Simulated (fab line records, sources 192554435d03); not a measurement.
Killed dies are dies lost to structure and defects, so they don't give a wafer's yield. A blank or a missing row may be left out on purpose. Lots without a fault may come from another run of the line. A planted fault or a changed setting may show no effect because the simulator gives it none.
Chamber matching | flow n5_finfet | N5_ILD0_LINER_00 on ald_sin-01: 4 sister chambers
The step material SiNx, target thk 4 nm, pulse time 1 s, purge time 2 s. 14 wafers are shown with their chamber, then 7 later ones without.

WAFERS WITH THEIR CHAMBER
wafer  | chamber | heater_power_w (W) | precursor_pulse_height_rel
L756.1 | 2       | 985                | 1.003
L756.3 | 0       | 942                | 1.004
L756.4 | 1       | 856                | 0.990
L757.1 | 2       | 982                | 0.984
L757.3 | 1       | 839                | 1.008
L757.6 | 0       | 958                | 1.002
L760.1 | 0       | 960                | 0.989
L760.3 | 1       | 813                | 0.982
L760.4 | 2       | 1014               | 1.015
L765.2 | 1       | 850                | 0.999
L765.3 | 3       | 786                | 1.015
L765.5 | 0       | 948                | 1.015
L767.1 | 0       | 971                | 0.989
L767.3 | 1       | 833                | 1.014

SIGNATURES (means of the wafers above)
reading                    | chamber 0 | chamber 1 | chamber 2 | chamber 3 | scatter within a chamber
heater_power_w             | 955.80    | 838.20    | 993.67    | 786.00    | 15
precursor_pulse_height_rel | 0.99980   | 0.99860   | 1.00067   | 1.01500   | 0.0128
Rule: a wafer's distance from a chamber is the root of the sum, over the readings, of the square of ((its reading less the chamber's mean) divided by the reading's scatter). The wafer belongs to the nearest chamber; if the next one is less than 2 further off, it can't be placed. The scatter: the root of (the sum of the squares of (reading less its chamber's mean) over the shown wafers, divided by (wafers less chambers)).

WAFERS WITHOUT THEIR CHAMBER
wafer  | heater_power_w (W) | precursor_pulse_height_rel
L767.4 | 1006               | 0.986
L773.3 | 994                | 1.014
L773.4 | 1009               | 0.980
L773.6 | 947                | 0.982
L776.2 | 959                | 0.972
L776.4 | 794                | 0.994
L776.6 | 1018               | 0.984

WHICH CHAMBER EACH WENT THROUGH
wafer  | from the rows above     | in truth
L767.4 | 2                       | 2
L773.3 | can't be placed: 2 or 0 | 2
L773.4 | can't be placed: 2 or 0 | 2
L773.6 | can't be placed: 0 or 2 | 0
L776.2 | can't be placed: 0 or 2 | 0
L776.4 | can't be placed: 3 or 1 | 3
L776.6 | 2                       | 2
Placed correctly: 2 of 7. Can't be placed from these rows: 5 (the true chamber is among the candidates in 5). Placed wrongly: 0.
